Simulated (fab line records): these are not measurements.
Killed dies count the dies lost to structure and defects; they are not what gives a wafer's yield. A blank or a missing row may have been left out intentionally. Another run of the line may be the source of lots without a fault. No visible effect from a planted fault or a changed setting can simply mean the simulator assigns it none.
Split-lot trial || flow n5 finfet || 39 wafers read across 7 lots, on a route 1938 steps long

## ON THE SPLIT
At N5_BEOL_M11_ILD_DEP_00 (deposits SiCOH lowk from DEMS/porogen, target thk 308.51 nm, time 58 s), the setting time s was moved away from the recipe's 58 s on 12 of the 39 wafers read, by -50.0% to +56.6%. For the rest of the wafers, this setting stayed at what the recipe calls for.

## FROM SPLIT TO READING: 1 step shown by the file between the two
- N5_BEOL_M11_CURE_71: cures SiCOH lowk, time 240 s

## THE READING
M11_ILD_THK, in nm, at N5_BEOL_M11_THK_MEAS_01. A value of 267 nm with a standard deviation of 3.7 nm is what fault-free wafers of this fab line usually give.

{"wafer": "L077.1", "tool, chamber at the split": "pecvd-01, 1", "time s as run, s": 58, "against the recipe": "recipe", "M11_ILD_THK, nm": 268, "against lot-mates on the recipe": "-"}
{"wafer": "L077.2", "tool, chamber at the split": "pecvd-01, 2", "time s as run, s": 58, "against the recipe": "recipe", "M11_ILD_THK, nm": 266, "against lot-mates on the recipe": "-"}
{"wafer": "L077.3", "tool, chamber at the split": "pecvd-01, 0", "time s as run, s": 58, "against the recipe": "recipe", "M11_ILD_THK, nm": 264, "against lot-mates on the recipe": "-"}
{"wafer": "L077.4", "tool, chamber at the split": "pecvd-01, 2", "time s as run, s": 58, "against the recipe": "recipe", "M11_ILD_THK, nm": 270, "against lot-mates on the recipe": "-"}
{"wafer": "L077.5", "tool, chamber at the split": "pecvd-01, 0", "time s as run, s": 58, "against the recipe": "recipe", "M11_ILD_THK, nm": 268, "against lot-mates on the recipe": "-"}
{"wafer": "L077.6", "tool, chamber at the split": "pecvd-01, 1", "time s as run, s": 58, "against the recipe": "recipe", "M11_ILD_THK, nm": 271, "against lot-mates on the recipe": "-"}
{"wafer": "L083.1", "tool, chamber at the split": "pecvd-01, 2", "time s as run, s": 58, "against the recipe": "recipe", "M11_ILD_THK, nm": 266, "against lot-mates on the recipe": "-"}
{"wafer": "L083.2", "tool, chamber at the split": "pecvd-01, 0", "time s as run, s": 58, "against the recipe": "recipe", "M11_ILD_THK, nm": 264, "against lot-mates on the recipe": "-"}
{"wafer": "L083.3", "tool, chamber at the split": "pecvd-01, 1", "time s as run, s": 58, "against the recipe": "recipe", "M11_ILD_THK, nm": 269, "against lot-mates on the recipe": "-"}
{"wafer": "L083.4", "tool, chamber at the split": "pecvd-01, 1", "time s as run, s": 40.41, "against the recipe": "-30.3%", "M11_ILD_THK, nm": 188, "against lot-mates on the recipe": -78}
{"wafer": "L083.5", "tool, chamber at the split": "pecvd-01, 0", "time s as run, s": 40.41, "against the recipe": "-30.3%", "M11_ILD_THK, nm": 189, "against lot-mates on the recipe": -77}
{"wafer": "L083.6", "tool, chamber at the split": "pecvd-01, 2", "time s as run, s": 40.41, "against the recipe": "-30.3%", "M11_ILD_THK, nm": 188, "against lot-mates on the recipe": -78}
{"wafer": "L086.1", "tool, chamber at the split": "pecvd-01, 1", "time s as run, s": 84.86, "against the recipe": "+46.3%", "M11_ILD_THK, nm": 388, "against lot-mates on the recipe": "+118"}
{"wafer": "L086.2", "tool, chamber at the split": "pecvd-01, 2", "time s as run, s": 84.86, "against the recipe": "+46.3%", "M11_ILD_THK, nm": 391, "against lot-mates on the recipe": "+121"}
{"wafer": "L086.3", "tool, chamber at the split": "pecvd-01, 0", "time s as run, s": 58, "against the recipe": "recipe", "M11_ILD_THK, nm": 265, "against lot-mates on the recipe": "-"}
{"wafer": "L086.4", "tool, chamber at the split": "pecvd-01, 0", "time s as run, s": 84.86, "against the recipe": "+46.3%", "M11_ILD_THK, nm": 396, "against lot-mates on the recipe": "+126"}
{"wafer": "L086.5", "tool, chamber at the split": "pecvd-01, 2", "time s as run, s": 58, "against the recipe": "recipe", "M11_ILD_THK, nm": 271, "against lot-mates on the recipe": "-"}
{"wafer": "L086.6", "tool, chamber at the split": "pecvd-01, 1", "time s as run, s": 58, "against the recipe": "recipe", "M11_ILD_THK, nm": 274, "against lot-mates on the recipe": "-"}
{"wafer": "L090.1", "tool, chamber at the split": "pecvd-01, 2", "time s as run, s": 90.85, "against the recipe": "+56.6%", "M11_ILD_THK, nm": 417, "against lot-mates on the recipe": "+147"}
{"wafer": "L090.2", "tool, chamber at the split": "pecvd-01, 1", "time s as run, s": 58, "against the recipe": "recipe", "M11_ILD_THK, nm": 269, "against lot-mates on the recipe": "-"}
{"wafer": "L090.3", "tool, chamber at the split": "pecvd-01, 0", "time s as run, s": 90.85, "against the recipe": "+56.6%", "M11_ILD_THK, nm": 422, "against lot-mates on the recipe": "+152"}
{"wafer": "L090.4", "tool, chamber at the split": "pecvd-01, 1", "time s as run, s": 90.85, "against the recipe": "+56.6%", "M11_ILD_THK, nm": 423, "against lot-mates on the recipe": "+153"}
{"wafer": "L090.5", "tool, chamber at the split": "pecvd-01, 0", "time s as run, s": 58, "against the recipe": "recipe", "M11_ILD_THK, nm": 271, "against lot-mates on the recipe": "-"}
{"wafer": "L090.6", "tool, chamber at the split": "pecvd-01, 2", "time s as run, s": 58, "against the recipe": "recipe", "M11_ILD_THK, nm": 271, "against lot-mates on the recipe": "-"}
{"wafer": "L092.1", "tool, chamber at the split": "pecvd-03, 2", "time s as run, s": 58, "against the recipe": "recipe", "M11_ILD_THK, nm": 264, "against lot-mates on the recipe": "-"}
{"wafer": "L092.2", "tool, chamber at the split": "pecvd-03, 0", "time s as run, s": 58, "against the recipe": "recipe", "M11_ILD_THK, nm": 265, "against lot-mates on the recipe": "-"}
{"wafer": "L092.3", "tool, chamber at the split": "pecvd-03, 1", "time s as run, s": 58, "against the recipe": "recipe", "M11_ILD_THK, nm": 261, "against lot-mates on the recipe": "-"}
{"wafer": "L092.4", "tool, chamber at the split": "pecvd-03, 0", "time s as run, s": 58, "against the recipe": "recipe", "M11_ILD_THK, nm": 269, "against lot-mates on the recipe": "-"}
{"wafer": "L092.5", "tool, chamber at the split": "pecvd-03, 2", "time s as run, s": 58, "against the recipe": "recipe", "M11_ILD_THK, nm": 267, "against lot-mates on the recipe": "-"}
{"wafer": "L092.6", "tool, chamber at the split": "pecvd-03, 1", "time s as run, s": 58, "against the recipe": "recipe", "M11_ILD_THK, nm": 267, "against lot-mates on the recipe": "-"}
{"wafer": "L094.1", "tool, chamber at the split": "pecvd-02, 0", "time s as run, s": 28.98, "against the recipe": "-50.0%", "M11_ILD_THK, nm": 131, "against lot-mates on the recipe": -138}
{"wafer": "L094.2", "tool, chamber at the split": "pecvd-02, 2", "time s as run, s": 28.98, "against the recipe": "-50.0%", "M11_ILD_THK, nm": 129, "against lot-mates on the recipe": -140}
{"wafer": "L094.3", "tool, chamber at the split": "pecvd-02, 1", "time s as run, s": 58, "against the recipe": "recipe", "M11_ILD_THK, nm": 269, "against lot-mates on the recipe": "-"}
{"wafer": "L094.4", "tool, chamber at the split": "pecvd-02, 0", "time s as run, s": 28.98, "against the recipe": "-50.0%", "M11_ILD_THK, nm": 133, "against lot-mates on the recipe": -136}
{"wafer": "L094.5", "tool, chamber at the split": "pecvd-02, 1", "time s as run, s": 58, "against the recipe": "recipe", "M11_ILD_THK, nm": 269, "against lot-mates on the recipe": "-"}
{"wafer": "L094.6", "tool, chamber at the split": "pecvd-02, 2", "time s as run, s": 58, "against the recipe": "recipe", "M11_ILD_THK, nm": 268, "against lot-mates on the recipe": "-"}
{"wafer": "L096.3", "tool, chamber at the split": "pecvd-03, 2", "time s as run, s": 58, "against the recipe": "recipe", "M11_ILD_THK, nm": 263, "against lot-mates on the recipe": "-"}
{"wafer": "L096.4", "tool, chamber at the split": "pecvd-03, 2", "time s as run, s": 58, "against the recipe": "recipe", "M11_ILD_THK, nm": 264, "against lot-mates on the recipe": "-"}
{"wafer": "L096.5", "tool, chamber at the split": "pecvd-03, 1", "time s as run, s": 58, "against the recipe": "recipe", "M11_ILD_THK, nm": 267, "against lot-mates on the recipe": "-"}

THE FIT
A straight line over all 39 wafers: M11_ILD_THK changes by +2.7 nm for each +1% of time s; r = +1.00; the points scatter about the line by 3 nm.
The same after taking each lot's own level away (the mean of its wafers on the recipe; 39 wafers): +2.67 nm for each +1%; r = +1.00; scatter 2.8 nm.
That fit puts the effect of the largest move of time s on the reading at 1.5e+02 nm.
The lots' own levels span 264.7 to 270.3 nm, that is 1.5 times the standard deviation above.
So the lot-to-lot level changes the slope little: the two slopes agree.
Check: for one of the wafers moved furthest among these (+56.6%), held out of the fit, the line's prediction against its lot-mates is +151 nm. It came out at +147 nm against them.

## THE OTHER SPLITS THESE WAFERS WENT THROUGH
These wafers also went through other splits before the reading. Each is held against what the fit with the lots' levels taken away leaves over:
{"other split on the same wafers": "N5_BEOL_M0_SAQP_PECVD_04 time s", "wafers away from the commonest value": 15, "r with M11_ILD_THK (lot level and that fit taken away)": -0.24}
{"other split on the same wafers": "N5_BEOL_M3_VIA_ETCH_34 target depth a", "wafers away from the commonest value": 9, "r with M11_ILD_THK (lot level and that fit taken away)": -0.02}
{"other split on the same wafers": "N5_BEOL_M4_DEP_57 target thk a", "wafers away from the commonest value": 9, "r with M11_ILD_THK (lot level and that fit taken away)": "+0.01"}
{"other split on the same wafers": "N5_BEOL_M8_DESCUM_16 time s", "wafers away from the commonest value": 18, "r with M11_ILD_THK (lot level and that fit taken away)": "+0.21"}
{"other split on the same wafers": "N5_BEOL_M9_CVD_78 target thk a", "wafers away from the commonest value": 12, "r with M11_ILD_THK (lot level and that fit taken away)": "+0.04"}

## THE WHOLE CHAIN: every reading that the file lists as answering this split, in the file's order
{"step": "N5_BEOL_M11_ILD_DEP_00", "what it does": "deposits SiCOH lowk from DEMS/porogen, target thk 308.51 nm, time 58 s", "reading": "SiCOH_lowk_of_BEOL_M11_ILD_DEP_00.thk nm (the simulator's own value, which no gauge read)", "change (the file's fit)": "+3.01 nm for each +1% of the setting", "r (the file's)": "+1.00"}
{"step": "N5_BEOL_M11_CURE_71", "what it does": "cures SiCOH lowk, time 240 s", "reading": "SiCOH_lowk_of_BEOL_M11_ILD_DEP_00.thk nm (the simulator's own value, which no gauge read)", "change (the file's fit)": "+2.67 nm for each +1% of the setting", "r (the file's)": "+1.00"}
{"step": "N5_BEOL_M11_THK_MEAS_01", "what it does": "", "reading": "M11_ILD_THK", "change (the file's fit)": "+2.67 for each +1% of the setting", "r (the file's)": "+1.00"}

## THE FILE'S OWN FIT
M11_ILD_THK changes by +2.67 nm for each +1% of time s, r = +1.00.
